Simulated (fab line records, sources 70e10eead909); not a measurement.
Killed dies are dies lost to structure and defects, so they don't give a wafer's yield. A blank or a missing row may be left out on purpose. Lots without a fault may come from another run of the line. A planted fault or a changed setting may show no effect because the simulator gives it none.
fab line records | flow nand_harc
record lots=24 wafers=72 last_day=33
route steps=1302 shown P_M2@336 P_BONDPAD@365 A_START@389 A_ZERO_WELL@412 A_CHANNEL_HOLE_D1@479
lots that met no fault: from a run of the same line without faults
start_h: hours from the record's first day to the start of the lot's first wafer shown | wait_h: hours since the lot's step before | " the same as in the row above | L1.1+2: a row that stands for several wafers | - no value, or no start given | * or withheld: withheld | < > ~ a bound
route shown NAME@n: a module of which the file shows steps, and the number in the route of the first | usual: mean/standard deviation of fault-free wafers | same: alike in all rows | chamber/n: place in a boat | sites: the reading at each site | _std_site: their standard deviation | _edge_site: outer sites' mean less inner sites' | radius_mm: how far each site lies from the wafer's centre | mask NAME#n: copy n | behind: the tool/chamber that last shaped the wafer | hold: why the lot was held/for how many hours/how that ended | device: the transistor (n, p or np) that didn't switch | end of line: the same wafers' tests at the end of the route | a step without rows: its recipe alone | killed: dies lost to structure and defects at the first sort, not the wafer's yield | map: a wafer's dies, x killed, . not, _ none there
set.NAME: the setting as run; set.NAME@STEP: as run at that earlier step | model.NAME: the simulator's own value behind a step, which no gauge read
steps of the route over a sample of lots; a table a step, a row a wafer
services: from which hour (start_h, from the record's first day; less than 0 if before it) a tool's chamber was out of use, for how many hours, and why
## steps
# step NHARC_P_M2_ETCH_28
# recipe target_depth_a=300 over_etch_frac=0.3 time_s=72.99 ion_energy_ev=150 cf4_flow_sccm=50 n2_flow_sccm=100 ar_flow_sccm=150 rf_w=300 bias_w=100 chemistry=CF4/N2
# usual cf4_flow_sccm=49.98/0.15 drypump_motor_current_A=5.7/0.46 mfc_ar_sccm=150.0/0.5 oes_product_au=0.998/0.014 rf_vpp_V=313.9/1.6 showerhead_plenum_p_Torr=2.60/0.078 throttle_valve_pct=19.794/0.0097
# same time_s=72.99
# columns lot.wafer tool chamber start_h wait_h cf4_flow_sccm drypump_motor_current_A mfc_ar_sccm oes_product_au rf_hours_counter_h rf_vpp_V showerhead_plenum_p_Torr throttle_valve_pct
L074.4 rie_diel-10 0 - - 50.08 5.1 149.6 1.010 2.9 315.0 2.63 19.783
L074.3 " 1 " " 49.65 5.6 150.4 1.009 2.7 312.2 2.54 19.784
L074.2 " 2 " " 50.28 5.1 150.5 1.002 3.1 313.5 2.51 19.778
L075.2 rie_diel-10 3 - - 50.40 6.6 150.0 0.982 4.4 311.3 2.51 19.796
L075.1 " 0 " " 50.16 5.1 149.9 1.016 3.5 314.8 2.63 19.800
L075.4 " 2 " " 49.81 5.1 149.6 0.989 4.2 312.6 2.51 19.794
L076.1 rie_diel-02 0 - - 49.91 5.6 149.9 1.001 5.0 313.7 2.60 19.788
L076.3 " 1 " " 49.71 6.1 149.9 0.995 4.7 315.7 2.71 19.812
L076.5 " 3 " " 49.89 5.8 149.5 0.980 - 315.4 2.64 19.788
L077.4 rie_diel-02 0 - - 49.98 5.6 148.7 1.000 5.8 313.5 2.60 19.802
L077.1 " 1 " " 49.71 6.1 149.7 0.991 5.4 315.2 2.71 19.808
L077.3 " 2 " " 50.20 5.4 149.9 0.994 5.2 315.7 2.60 19.788
L078.3 rie_diel-05 2 - - 49.83 6.1 149.0 0.980 6.2 316.6 2.75 19.781
L078.1 " 3 " " 49.95 6.1 150.0 1.007 6.1 313.5 2.57 19.791
L078.6 " 3 " " 50.09 6.1 150.1 1.004 - 314.3 2.57 19.797
L079.4 rie_diel-02 0 - - 50.09 5.6 149.3 0.995 6.1 314.5 2.60 19.800
L079.3 " 1 " " 50.03 6.1 150.3 0.980 5.7 316.1 2.71 19.793
L079.6 " 3 " " 49.96 5.9 150.3 0.980 - 313.6 2.64 19.793
L080.4 rie_diel-02 1 - - 49.99 6.1 150.2 0.994 6.1 315.5 2.70 19.786
L080.2 " 2 " " 49.89 5.4 149.6 1.002 5.7 313.7 2.60 19.791
L080.5 " 0 " " 49.78 5.6 149.5 0.996 - 313.3 2.60 19.812
L081.1 rie_diel-05 1 - - 49.66 5.3 150.0 1.011 7.7 314.9 2.69 19.792
L081.4 " 2 " " 49.89 6.1 149.6 0.997 7.2 316.4 2.75 19.793
L081.3 " 3 " " 49.86 6.1 150.1 1.015 7.0 314.2 2.57 19.800
L082.2 rie_diel-10 2 - - 49.75 5.1 149.5 0.987 9.0 313.5 2.51 19.805
L082.1 " 0 " " 50.01 5.1 150.3 1.030 8.3 313.4 2.63 19.808
L082.5 " 2 " " 50.13 5.1 149.1 0.988 - 312.0 2.51 19.804
L083.4 rie_diel-10 0 - - 49.82 5.0 149.6 1.025 9.3 313.2 2.63 19.788
L083.2 " 3 " " 50.02 6.6 150.9 0.989 10.2 310.6 2.50 19.806
L083.5 " 1 " " 49.79 5.5 150.1 1.010 - 312.6 2.54 19.795
L084.4 rie_diel-10 2 - - 50.04 5.1 149.7 0.997 9.7 312.3 2.51 19.811
L084.1 " 0 " " 50.07 5.1 149.2 1.021 9.5 314.1 2.63 19.804
L084.3 " 1 " " 50.16 5.6 148.8 1.021 9.1 311.4 2.54 19.789
L085.4 rie_diel-02 1 - - 49.68 6.1 149.6 0.990 0.9 315.8 2.70 19.784
L085.6 " 2 " " 49.85 5.4 150.6 0.993 - 312.3 2.60 19.793
L085.5 " 3 " " 50.12 5.9 150.5 1.002 - 313.5 2.64 19.789
L086.1 rie_diel-02 0 - - 50.03 5.6 149.8 1.013 1.1 313.7 2.60 19.797
L086.4 " 1 " " 50.36 6.1 149.6 0.974 1.2 315.5 2.70 19.801
L086.2 " 2 " " 49.97 5.4 150.5 0.983 1.5 314.6 2.60 19.798
L089.3 rie_diel-05 3 - - 49.96 6.1 150.1 0.997 1.6 313.2 2.57 19.792
L089.5 " 3 " " 49.91 6.1 149.7 1.010 - 311.9 2.57 19.798
L089.6 " 0 " " 50.10 6.0 150.2 1.019 - 312.6 2.51 19.798
L088.3 rie_diel-05 3 - - 50.14 6.0 149.8 1.015 1.6 312.8 2.57 19.802
L088.5 " 0 " " 49.91 6.0 149.7 1.016 - 314.0 2.51 19.794
L088.6 " 1 " " 50.16 5.3 149.7 1.011 - 316.2 2.69 19.774
L087.3 rie_diel-05 1 - - 49.86 5.3 150.5 0.999 0.6 315.3 2.69 19.779
L087.1 " 2 " " 50.04 6.1 150.3 0.973 1.7 317.9 2.75 19.801
L087.6 " 1 " " 50.24 5.3 149.5 1.003 - 315.6 2.69 19.782
L090.4 rie_diel-10 1 - - 50.10 5.6 149.5 0.997 3.7 313.0 2.54 19.800
L090.6 " 1 " " 50.17 5.6 149.6 0.999 - 312.6 2.54 19.794
L090.5 " 2 " " 50.00 5.1 151.0 0.998 - 312.1 2.50 19.806
L091.3 rie_diel-02 0 - - 49.84 5.5 151.1 1.007 3.2 313.5 2.60 19.770
L091.1 " 1 " " 50.09 6.1 149.2 0.976 3.4 314.3 2.70 19.788
L091.5 " 0 " " 50.04 5.5 150.8 1.011 - 313.9 2.60 19.794
L092.4 rie_diel-10 2 - - 50.16 5.1 149.7 1.021 5.0 311.8 2.50 19.811
L092.2 " 3 " " 50.14 6.6 150.8 0.966 3.9 311.0 2.50 19.817
L092.6 " 1 " " 50.15 5.6 149.3 0.994 - 311.6 2.54 19.793
L093.3 rie_diel-05 0 - - 50.08 6.0 149.7 1.023 5.3 312.6 2.51 19.786
L093.5 " 1 " " 49.82 5.3 150.1 0.999 - 315.6 2.69 19.795
L093.6 " 2 " " 49.80 6.1 149.3 0.999 - 316.6 2.75 19.779
L095.3 rie_diel-05 2 - - 50.12 6.1 150.5 0.986 4.5 316.0 2.75 19.775
L095.1 " 3 " " 49.97 6.1 150.2 1.014 4.3 313.6 2.57 19.794
L095.5 " 3 " " 50.07 6.1 150.8 1.012 - 312.5 2.57 19.803
L094.1 rie_diel-05 1 - - 49.97 5.4 150.1 0.997 4.6 316.2 2.69 19.789
L094.3 " 2 " " 49.96 6.2 150.4 1.000 4.6 317.1 2.75 19.799
L094.4 " 0 " " 49.84 6.1 149.8 1.021 5.6 312.5 2.51 19.787
L096.2 rie_diel-02 2 - - 49.73 5.4 150.7 0.995 7.0 314.3 2.59 19.793
L096.1 " 1 " " 50.06 6.1 150.1 0.975 6.5 314.6 2.70 19.800
L096.5 " 3 " " 49.98 5.9 150.7 0.967 - 314.7 2.64 19.789
L097.4 rie_diel-10 1 - - 50.03 5.6 150.2 0.990 8.9 312.7 2.54 19.811
L097.2 " 2 " " 49.85 5.1 150.1 1.019 7.7 312.2 2.50 19.798
L097.3 " 3 " " 49.83 6.6 150.4 0.971 7.1 312.0 2.50 19.785
# step NHARC_P_M2_DEP_33
# recipe target_thk_a=300 temp_c=370 target_thk_nm=30 pressure_torr=3 flow_sccm=200 rf_w=450 material=SiCN
# usual heater_power_w=556/82 susceptor_temp_C=370.00/0.19
# columns lot.wafer tool chamber start_h wait_h heater_power_w susceptor_temp_C
L074.2 pecvd-03 0 136.84 0.1 497 369.70
L074.3 " 1 " " 543 370.15
L074.4 " 1 " " 546 370.16
L075.2 pecvd-04 1 145.52 0.1 579 370.16
L075.1 " 2 " " 647 370.03
L075.4 " 2 " " 643 370.07
L076.3 pecvd-04 2 150.07 0.1 608 370.46
L076.1 " 1 " " 542 369.98
L076.5 " 1 " " 553 369.98
L077.1 pecvd-04 1 161.59 0.1 577 370.31
L077.3 " 2 " " 712 370.06
L077.4 " 1 " " 597 369.97
L078.1 pecvd-02 0 181.74 0.1 554 369.69
L078.3 " 1 " " 460 370.08
L078.6 " 0 " " 542 369.78
L079.3 pecvd-03 1 182.62 0.1 518 369.98
L079.4 " 0 " " 493 370.03
L079.6 " 1 " " 519 370.16
L080.2 pecvd-02 1 190.76 0.1 503 369.72
L080.5 " 1 " " 491 370.04
L080.4 " 0 " " 611 370.14
L081.1 pecvd-04 0 212.46 0.1 781 370.00
L081.3 " 1 " " 559 370.09
L081.4 " 2 " " 628 370.17
L082.1 pecvd-02 1 217.08 0.1 521 369.91
L082.2 " 2 " " 474 370.00
L082.5 " 2 " " 469 370.09
L083.2 pecvd-04 2 224.20 0.1 644 369.81
L083.4 " 1 " " 557 370.26
L083.5 " 2 " " 669 369.98
L084.1 pecvd-03 1 232.37 0.1 547 370.15
L084.3 " 2 " " 434 369.84
L084.4 " 1 " " 534 370.16
L085.4 pecvd-03 2 243.99 0.2 508 369.91
L085.6 " 0 " " 563 369.99
L085.5 " 1 " " 545 370.03
L086.1 pecvd-04 1 250.72 0.1 517 370.13
L086.2 " 0 " " 776 370.21
L086.4 " 2 " " 675 370.07
L089.3 pecvd-02 1 275.25 0.1 557 369.74
L089.6 " 2 " " 444 370.10
L089.5 " 0 " " 509 369.83
L088.3 pecvd-03 1 276.08 0.1 563 369.89
L088.5 " 1 " " 558 369.79
L088.6 " 2 " " 517 369.93
L087.1 pecvd-02 0 278.56 0.1 612 370.26
L087.3 " 1 " " 487 370.01
L087.6 " 0 " " 628 369.67
L090.6 pecvd-03 1 295.78 0.2 479 369.88
L090.4 " 2 " " 496 369.86
L090.5 " 0 " " 511 370.03
L091.3 pecvd-03 0 303.55 0.1 557 369.84
L091.1 " 1 " " 487 370.06
L091.5 " 0 " " 551 370.02
L092.2 pecvd-03 0 310.62 0.1 559 370.40
L092.6 " 0 " " 557 370.03
L092.4 " 1 " " 491 369.70
L093.3 pecvd-03 2 324.08 0.1 469 370.40
L093.5 " 1 " " 552 370.10
L093.6 " 0 " " 574 370.37
L095.3 pecvd-03 1 338.79 0.1 496 370.00
L095.1 " 2 " " 498 370.00
L095.5 " 2 " " 507 369.82
L094.3 pecvd-04 0 339.23 0.1 623 370.16
L094.1 " 1 " " 544 370.49
L094.4 " 0 " " 620 370.00
L096.1 pecvd-02 2 355.41 0.1 485 369.95
L096.2 " 1 " " 551 369.76
L096.5 " 2 " " 483 370.22
L097.3 pecvd-03 0 360.63 0.1 537 369.90
L097.2 " 2 " " 512 369.76
L097.4 " 0 " " 546 370.01
# step NHARC_P_BONDPAD_OVL_MEAS_38
# usual overlay_x_nm=-2/6 overlay_y_nm=0/6.2
# columns lot.wafer tool chamber start_h wait_h overlay_x_nm overlay_y_nm
L074.2 overlay-02 - 138.52 - -1 3
L074.3 " - " " -1 3
L074.4 " - " " -1 3
L075.1 overlay-02 - 147.22 - 7 -8
L075.2 " - " " 7 -8
L075.4 " - " " 7 -8
L076.1 overlay-02 - 151.70 - -4 10
L076.3 " - " " -4 10
L076.5 " - " " -3 10
L077.1 overlay-02 - 163.28 - 2 4
L077.3 " - " " 2 5
L077.4 " - " " 2 4
L078.1 overlay-01 - 183.37 - -5 -3
L078.3 " - " " -4 -4
L078.6 " - " " -4 -3
L079.3 overlay-02 - 184.31 - 15 9
L079.4 " - " " 15 9
L079.6 " - " " 15 8
L080.2 overlay-02 - 192.47 - -7 -7
L080.4 " - " " -6 -6
L080.5 " - " " -6 -5
L081.1 overlay-02 - 214.18 - -5 -11
L081.3 " - " " -5 -11
L081.4 " - " " -6 -11
L082.1 overlay-02 - 218.66 - -3 -4
L082.2 " - " " -3 -3
L082.5 " - " " -3 -3
L083.2 overlay-01 - 225.69 - -2 7
L083.4 " - " " -2 6
L083.5 " - " " -2 7
L084.1 overlay-01 - 234.09 - -4 7
L084.3 " - " " -5 7
L084.4 " - " " -4 6
L085.4 overlay-02 - 245.46 - 1 1
L085.5 " - " " 1 1
L085.6 " - " " 2 0
L086.1 overlay-01 - 252.44 - -11 6
L086.2 " - " " -11 6
L086.4 " - " " -12 5
L089.3 overlay-02 - 276.95 - -8 4
L089.5 " - " " -8 3
L089.6 " - " " -8 3
L088.3 overlay-01 - 277.76 - -2 -5
L088.5 " - " " -2 -5
L088.6 " - " " -2 -5
L087.1 overlay-01 - 280.29 - -4 6
L087.3 " - " " -4 6
L087.6 " - " " -4 6
L090.4 overlay-02 - 297.37 - 1 5
L090.5 " - " " 1 5
L090.6 " - " " 1 5
L091.1 overlay-02 - 305.25 - 2 -6
L091.3 " - " " 1 -6
L091.5 " - " " 1 -6
L092.2 overlay-01 - 312.18 - 2 -6
L092.4 " - " " 2 -6
L092.6 " - " " 2 -6
L093.3 overlay-02 - 325.76 - 1 7
L093.5 " - " " 1 8
L093.6 " - " " 1 7
L095.1 overlay-02 - 340.44 - -6 2
L095.3 " - " " -6 2
L095.5 " - " " -6 1
L094.1 overlay-01 - 340.91 - 0 4
L094.3 " - " " 0 5
L094.4 " - " " 1 4
L096.1 overlay-02 - 357.01 - -16 -8
L096.2 " - " " -16 -9
L096.5 " - " " -16 -8
L097.2 overlay-01 - 362.22 - -8 -7
L097.3 " - " " -8 -7
L097.4 " - " " -8 -7
# step NHARC_A_START_INSPECT_01
# usual raw_defect_count=3.2/1.7
# columns lot.wafer tool chamber start_h wait_h raw_defect_count
L074.2 defect_inspect-01 - 141.70 - 5
L074.3 " - " " 3
L074.4 " - " " 5
L075.1 defect_inspect-01 - 150.37 - 1
L075.2 " - " " 2
L075.4 " - " " 2
L076.1 defect_inspect-01 - 154.84 - 1
L076.3 " - " " 3
L076.5 " - " " 3
L077.1 defect_inspect-01 - 166.47 - 5
L077.3 " - " " 1
L077.4 " - " " 4
L078.1 defect_inspect-02 - 186.68 - 2
L078.3 " - " " 7
L078.6 " - " " 1
L079.3 defect_inspect-01 - 187.50 - 6
L079.4 " - " " 2
L079.6 " - " " 2
L080.2 defect_inspect-02 - 195.75 - 0
L080.4 " - " " 6
L080.5 " - " " 1
L081.1 defect_inspect-01 - 217.37 - 4
L081.3 " - " " 0
L081.4 " - " " 3
L082.1 defect_inspect-01 - 221.82 - 3
L082.2 " - " " 5
L082.5 " - " " 6
L083.2 defect_inspect-02 - 228.91 - 4
L083.4 " - " " 5
L083.5 " - " " 3
L084.1 defect_inspect-02 - 237.34 - 2
L084.3 " - " " 4
L084.4 " - " " 0
L085.4 defect_inspect-01 - 248.70 - 5
L085.5 " - " " 6
L085.6 " - " " 4
L086.1 defect_inspect-01 - 255.64 - 5
L086.2 " - " " 5
L086.4 " - " " 1
L089.3 defect_inspect-02 - 280.08 - 0
L089.5 " - " " 2
L089.6 " - " " 2
L088.3 defect_inspect-02 - 280.91 - 3
L088.5 " - " " 6
L088.6 " - " " 3
L087.1 defect_inspect-02 - 283.48 - 6
L087.3 " - " " 4
L087.6 " - " " 2
L090.4 defect_inspect-01 - 300.82 - 4
L090.5 " - " " 6
L090.6 " - " " 2
L091.1 defect_inspect-02 - 308.39 - 2
L091.3 " - " " 2
L091.5 " - " " 5
L092.2 defect_inspect-01 - 315.33 - 6
L092.4 " - " " 4
L092.6 " - " " 2
L093.3 defect_inspect-02 - 328.91 - 6
L093.5 " - " " 3
L093.6 " - " " 1
L095.1 defect_inspect-01 - 343.57 - 3
L095.3 " - " " 3
L095.5 " - " " 7
L094.1 defect_inspect-02 - 344.04 - 1
L094.3 " - " " 1
L094.4 " - " " 6
L096.1 defect_inspect-01 - 360.15 - 4
L096.2 " - " " 1
L096.5 " - " " 6
L097.2 defect_inspect-01 - 365.35 - 3
L097.3 " - " " 4
L097.4 " - " " 1
# step NHARC_A_ZERO_WELL_INSPECT_17
# usual raw_defect_count=11/5.7
# columns lot.wafer tool chamber start_h wait_h raw_defect_count
L074.2 defect_inspect-01 - 144.00 0.1 20
L074.3 " - " " 13
L074.4 " - " " 21
L075.1 defect_inspect-01 - 159.38 0.2 3
L075.2 " - " " 12
L075.4 " - " " 8
L076.1 defect_inspect-01 - 159.74 0.2 2
L076.3 " - " " 6
L076.5 " - " " 10
L077.1 defect_inspect-01 - 168.77 0.2 17
L077.3 " - " " 13
L077.4 " - " " 19
L078.1 defect_inspect-01 - 188.99 0.2 8
L078.3 " - " " 14
L078.6 " - " " 7
L079.3 defect_inspect-02 - 189.82 0.1 10
L079.4 " - " " 13
L079.6 " - " " 7
L080.2 defect_inspect-02 - 198.07 0.1 8
L080.4 " - " " 11
L080.5 " - " " 11
L081.1 defect_inspect-02 - 219.77 0.2 11
L081.3 " - " " 8
L081.4 " - " " 6
L082.1 defect_inspect-02 - 224.23 0.2 5
L082.2 " - " " 8
L082.5 " - " " 5
L083.2 defect_inspect-02 - 231.27 0.1 14
L083.4 " - " " 10
L083.5 " - " " 9
L084.1 defect_inspect-02 - 239.84 0.2 10
L084.3 " - " " 6
L084.4 " - " " 4
L085.4 defect_inspect-01 - 251.02 0.1 9
L085.5 " - " " 13
L085.6 " - " " 11
L086.1 defect_inspect-01 - 257.99 0.2 13
L086.2 " - " " 14
L086.4 " - " " 8
L089.3 defect_inspect-01 - 282.40 0.1 10
L089.5 " - " " 7
L089.6 " - " " 11
L088.3 defect_inspect-01 - 283.23 0.1 10
L088.5 " - " " 17
L088.6 " - " " 20
L087.1 defect_inspect-01 - 285.78 0.2 14
L087.3 " - " " 10
L087.6 " - " " 12
L090.4 defect_inspect-01 - 303.06 0.1 4
L090.5 " - " " 4
L090.6 " - " " 7
L091.1 defect_inspect-01 - 310.82 0.2 21
L091.3 " - " " 7
L091.5 " - " " 10
L092.2 defect_inspect-01 - 317.65 0.1 8
L092.4 " - " " 8
L092.6 " - " " 11
L093.3 defect_inspect-02 - 331.09 0.1 10
L093.5 " - " " 17
L093.6 " - " " 2
L095.1 defect_inspect-02 - 345.87 0.2 17
L095.3 " - " " 12
L095.5 " - " " 13
L094.1 defect_inspect-01 - 346.34 0.2 22
L094.3 " - " " 8
L094.4 " - " " 24
L096.1 defect_inspect-02 - 362.51 0.2 5
L096.2 " - " " 8
L096.5 " - " " 6
L097.2 defect_inspect-02 - 367.65 0.1 5
L097.3 " - " " 3
L097.4 " - " " 7
# step NHARC_A_CHANNEL_HOLE_D1_ETCH_33
# recipe bias_v=400 source_w=2000 pressure_mtorr=25 time_s=90 ar_flow_sccm=375 c4f8_flow_sccm=41.7 o2_flow_sccm=83.3 temp_c=-20 target_depth_a=4000 chemistry=C4F8/O2/Ar
# usual drypump_motor_current_A=5.8/0.39 mfc_ar_sccm=374.9/1.1 showerhead_plenum_p_Torr=3.68/0.094 throttle_valve_pct=27.620/0.0092
# same time_s=90
# columns lot.wafer tool chamber start_h wait_h drypump_motor_current_A mfc_ar_sccm rf_hours_counter_h showerhead_plenum_p_Torr throttle_valve_pct
L074.2 har_etch-01 0 187.93 0.2 6.2 376.1 88 3.59 27.606
L074.4 " 0 " " 6.2 376.3 - 3.59 27.628
L074.3 " 1 " " 6.0 373.6 - 3.70 27.603
L076.1 har_etch-01 0 201.65 0.2 6.2 373.1 96 3.59 27.620
L076.3 " 0 " " 6.2 376.1 - 3.59 27.628
L076.5 " 0 " " 6.2 377.4 - 3.59 27.615
L075.1 har_etch-02 0 202.10 0.2 5.2 376.0 309 3.80 27.621
L075.2 " 1 " " 5.5 376.2 309 3.80 27.609
L075.4 " 0 " " 5.2 374.8 - 3.80 27.613
L077.1 har_etch-02 0 216.49 0.2 5.2 373.9 317 3.80 27.631
L077.4 " 0 " " 5.2 374.2 - 3.80 27.625
L077.3 " 1 " " 5.5 372.4 - 3.80 27.623
L079.3 har_etch-01 1 230.80 0.2 6.0 376.8 - 3.69 27.633
L079.4 " 0 " " 6.2 374.7 - 3.58 27.619
L079.6 " 1 " " 6.0 375.9 - 3.69 27.611
L078.1 har_etch-02 1 231.23 0.2 5.5 375.5 328 3.79 27.613
L078.3 " 1 " " 5.5 374.3 - 3.79 27.627
L078.6 " 0 " " 5.2 376.8 - 3.79 27.614
L080.2 har_etch-01 0 239.20 0.2 6.2 376.5 119 3.57 27.607
L080.4 " 0 " " 6.2 373.8 - 3.57 27.622
L080.5 " 1 " " 6.0 376.3 - 3.68 27.628
L082.2 har_etch-01 1 268.98 0.2 6.0 375.4 134 3.67 27.625
L082.1 " 0 " " 6.2 375.2 134 3.56 27.620
L082.5 " 0 " " 6.2 374.8 - 3.57 27.592
L081.1 har_etch-02 0 270.11 0.2 5.2 374.9 347 3.78 27.616
L081.4 " 0 " " 5.2 374.5 - 3.78 27.628
L081.3 " 1 " " 5.5 375.1 - 3.78 27.611
L083.2 har_etch-01 1 277.05 0.2 6.0 376.7 142 3.67 27.613
L083.4 " 0 " " 6.2 374.8 - 3.56 27.625
L083.5 " 1 " " 6.0 374.5 - 3.67 27.617
L084.1 har_etch-02 0 281.40 0.2 5.2 375.9 355 3.78 27.643
L084.3 " 1 " " 5.5 374.8 - 3.77 27.611
L084.4 " 0 " " 5.2 374.1 - 3.77 27.625
L085.4 har_etch-02 0 295.40 0.2 5.2 375.2 - 3.77 27.627
L085.6 " 0 " " 5.2 374.5 - 3.77 27.631
L085.5 " 1 " " 5.5 376.5 - 3.77 27.621
L086.1 har_etch-01 0 303.41 0.2 6.2 375.0 157 3.55 27.636
L086.2 " 1 " " 6.0 376.4 157 3.66 27.620
L086.4 " 0 " " 6.2 375.0 - 3.55 27.612
L088.3 har_etch-01 0 327.91 0.2 6.2 374.9 - 3.55 27.623
L088.5 " 1 " " 6.0 374.8 - 3.66 27.612
L088.6 " 0 " " 6.2 375.7 - 3.55 27.630
L089.3 har_etch-02 0 329.39 0.2 5.2 373.4 - 3.76 27.616
L089.5 " 1 " " 5.5 373.9 - 3.76 27.627
L089.6 " 0 " " 5.2 375.4 - 3.76 27.603
L087.1 har_etch-02 1 333.46 0.2 5.5 374.6 381 3.76 27.622
L087.3 " 1 " " 5.5 373.9 - 3.76 27.612
L087.6 " 0 " " 5.2 374.6 - 3.76 27.611
L090.4 har_etch-01 0 350.59 0.2 6.2 374.2 - 3.54 27.615
L090.6 " 0 " " 6.2 373.8 - 3.54 27.622
L090.5 " 1 " " 6.0 374.8 - 3.65 27.621
L091.1 har_etch-01 1 358.02 0.2 6.0 374.8 188 3.65 27.615
L091.3 " 0 " " 6.2 375.3 - 3.54 27.618
L091.5 " 0 " " 6.2 374.9 - 3.54 27.623
L092.2 har_etch-01 1 364.07 0.2 6.0 374.0 192 3.64 27.625
L092.4 " 1 " " 6.0 374.1 - 3.64 27.621
L092.6 " 1 " " 6.0 373.4 - 3.64 27.618
L093.3 har_etch-01 0 372.04 0.2 6.2 375.4 - 3.53 27.622
L093.5 " 0 " " 6.2 374.1 - 3.53 27.616
L093.6 " 1 " " 6.0 375.0 - 3.64 27.619
L095.1 har_etch-01 1 401.34 0.2 6.0 374.5 218 3.63 27.619
L095.3 " 0 " " 6.2 372.3 - 3.52 27.605
L095.5 " 1 " " 6.0 375.0 - 3.63 27.624
L094.1 har_etch-02 0 402.06 0.2 5.2 375.4 7 3.74 27.625
L094.4 " 1 " " 5.5 374.0 - 3.74 27.625
L094.3 " 0 " " 5.2 375.1 - 3.74 27.637
L096.1 har_etch-02 0 407.36 0.2 5.2 374.5 11 3.74 27.622
L096.2 " 1 " " 5.5 371.6 11 3.74 27.598
L096.5 " 0 " " 5.2 376.7 - 3.74 27.634
L097.2 har_etch-01 1 409.62 0.2 6.0 376.4 226 3.62 27.614
L097.3 " 1 " " 6.0 375.1 - 3.62 27.629
L097.4 " 0 " " 6.2 373.8 - 3.52 27.623
## services
# columns tool chamber start_h hours kind
har_etch-02 - 121.36 0.1 repair
rie_diel-10 - 129.16 3.4 repair
pecvd-03 0 138.96 10.2 repair
rie_diel-10 1 172.55 2.6 repair
rie_diel-10 3 180.49 2.1 repair
rie_diel-10 0 184.58 1.4 repair
pecvd-03 - 185.25 13.0 pm
rie_diel-05 - 190.68 2.6 repair
rie_diel-10 - 200.96 1.0 repair
rie_diel-02 - 216.70 9.0 pm
rie_diel-05 - 229.65 9.0 pm
rie_diel-10 0 234.53 13.7 repair
rie_diel-10 - 242.50 9.0 pm
rie_diel-10 0 254.05 7.4 repair
rie_diel-05 1 254.30 11.8 repair
rie_diel-02 3 254.78 8.2 repair
rie_diel-02 3 294.24 3.5 repair
pecvd-03 - 349.53 1.3 repair
rie_diel-02 3 353.74 5.9 repair
rie_diel-10 0 364.48 9.1 repair
pecvd-03 - 366.25 13.0 pm
har_etch-02 - 377.23 17.0 pm
rie_diel-02 - 393.70 9.0 pm
rie_diel-05 - 406.65 9.0 pm
## key
fault none
